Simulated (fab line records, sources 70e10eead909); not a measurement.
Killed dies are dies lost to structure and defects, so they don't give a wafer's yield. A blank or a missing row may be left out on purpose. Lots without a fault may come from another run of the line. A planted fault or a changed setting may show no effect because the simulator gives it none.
A struck lot beside a sound one | flow nand_harc | 15 steps out of a route of 1302
Sound: wafers L122.3, L122.4, L122.6. Struck: wafer L133.2. (L133.1, L133.4 of the same lot were not struck and are left out.) The cause comes at the end.
At each step with rows: each side's tool, then ch and its chambers, then its first start. Under that, the readings that differ: sound wafers | struck wafers | difference of the means | sigmas: that difference in standard deviations of wafers without a fault.
alike: readings whose means differ by less than 2 such deviations, and words and numbers that are the same on both sides. not compared: withheld readings, readings that some wafer has no value for, bounds like >300 that may hide the same value, and numbers for which the record gives no deviation and whose values overlap.
The two part at a step that has a row with sigmas, a row that says differs or no value, or rows on one side only. Numbers that don't overlap but have no deviation are shown without sigmas and don't part them. A reading that every wafer of one side lacks parts them only if that side has two wafers or more.

first, 4 steps without rows for these wafers: NHARC_P_CONTACT_EBR_08; NHARC_P_CONTACT_EXPOSE_09 (exposes mask P CA, target cd 90 nm); NHARC_P_CONTACT_PEB_10 (peb time 65 s); NHARC_P_CONTACT_DEVELOP_11 (develop time 35 s).
NHARC_P_CONTACT_CD_MEAS_12: target cd 90 nm.
  sound on cd_sem-01 ch 0, day 8 01:46; struck on cd_sem-02 ch 0, day 11 22:20
  alike: cd_nm
NHARC_P_CONTACT_OVL_MEAS_13:
  sound on overlay-02, day 8 01:52; struck on overlay-02, day 11 22:25
  alike: overlay_x_nm, overlay_y_nm
NHARC_P_CONTACT_INSPECT_14:
  sound on defect_inspect-02, day 8 01:53; struck on defect_inspect-01, day 11 22:28
  alike: raw_defect_count
NHARC_P_CONTACT_DESCUM_17: chemistry O2, time 3 s.
  sound on rie_diel-02 ch 0,3, day 8 01:57; struck on rie_diel-06 ch 2, day 11 22:32
  reading                         | sound          | struck | difference | sigmas
  rf_vpp_V (V)                    | 56.6 57.3 56.1 | 58.6   | +1.9       | +2
  showerhead_plenum_p_Torr (Torr) | 1.99 1.82 1.82 | 2.06   | +0.18      | +2
  alike: drypump_motor_current_A, mfc_ar_sccm, oes_product_au, throttle_valve_pct
  not compared: rf_hours_counter_h
NHARC_P_CONTACT_ETCH_35: etches the open film in CF4, target depth 39 nm, time 65 s.
  sound on rie_diel-02 ch 0,3, day 8 02:02; struck on rie_diel-06 ch 0, day 11 22:37
  alike: drypump_motor_current_A, mfc_ar_sccm, oes_product_au, rf_vpp_V, run_length_s, showerhead_plenum_p_Torr, throttle_valve_pct
  not compared: rf_hours_counter_h
NHARC_P_CONTACT_ETCH_36: etches the open film in N2/H2, target depth 260 nm, time 406.25 s.
  sound on rie_diel-02 ch 0,2,3; struck on rie_diel-06 ch 0
  alike: drypump_motor_current_A, mfc_ar_sccm, oes_product_au, rf_vpp_V, run_length_s, showerhead_plenum_p_Torr, throttle_valve_pct
  not compared: rf_hours_counter_h
NHARC_P_CONTACT_ETCH_18: etches the open film in C4F8/O2/Ar, target depth 481 nm, time 240.5 s.
  sound on rie_diel-02 ch 1,2,3; struck on rie_diel-06 ch 2
  alike: oes_product_au, rf_vpp_V, run_length_s
  not compared: rf_hours_counter_h
then, 1 step without rows for these wafers: NHARC_P_CONTACT_STRIP_37 (strips in C4F8/O2/Ar).
NHARC_P_CONTACT_ETCH_31: etches the open film in CH3F/O2, target depth 30 nm, time 85.7 s.
  sound on rie_diel-02 ch 0,1,3, day 8 02:43; struck on rie_diel-06 ch 0, day 11 23:23
  reading               | sound             | struck | difference | sigmas
  oes_product_au (a.u.) | 0.977 0.976 0.980 | 0.948  | -0.030     | -2
  rf_vpp_V (V)          | 245.1 243.5 246.5 | 240.1  | -4.9       | -3
  run_length_s (s)      | 106.7 106.8 107.7 | 64.8   | -42.3      | -98
  alike: drypump_motor_current_A, mfc_ar_sccm, showerhead_plenum_p_Torr, throttle_valve_pct
  not compared: rf_hours_counter_h
NHARC_P_CONTACT_CD_MEAS_19:
  sound on cd_sem-03, day 8 02:50; struck on cd_sem-02, day 11 23:32
  alike: cd_nm
then, 1 step without rows for these wafers: NHARC_END_SORT_01.

WHERE THEY PART
First at NHARC_P_CONTACT_DESCUM_17; last, within this record, at NHARC_P_CONTACT_ETCH_31. Later steps at which nothing parts them and some readings are alike: NHARC_P_CONTACT_CD_MEAS_19.

WHY: what the simulator had put in
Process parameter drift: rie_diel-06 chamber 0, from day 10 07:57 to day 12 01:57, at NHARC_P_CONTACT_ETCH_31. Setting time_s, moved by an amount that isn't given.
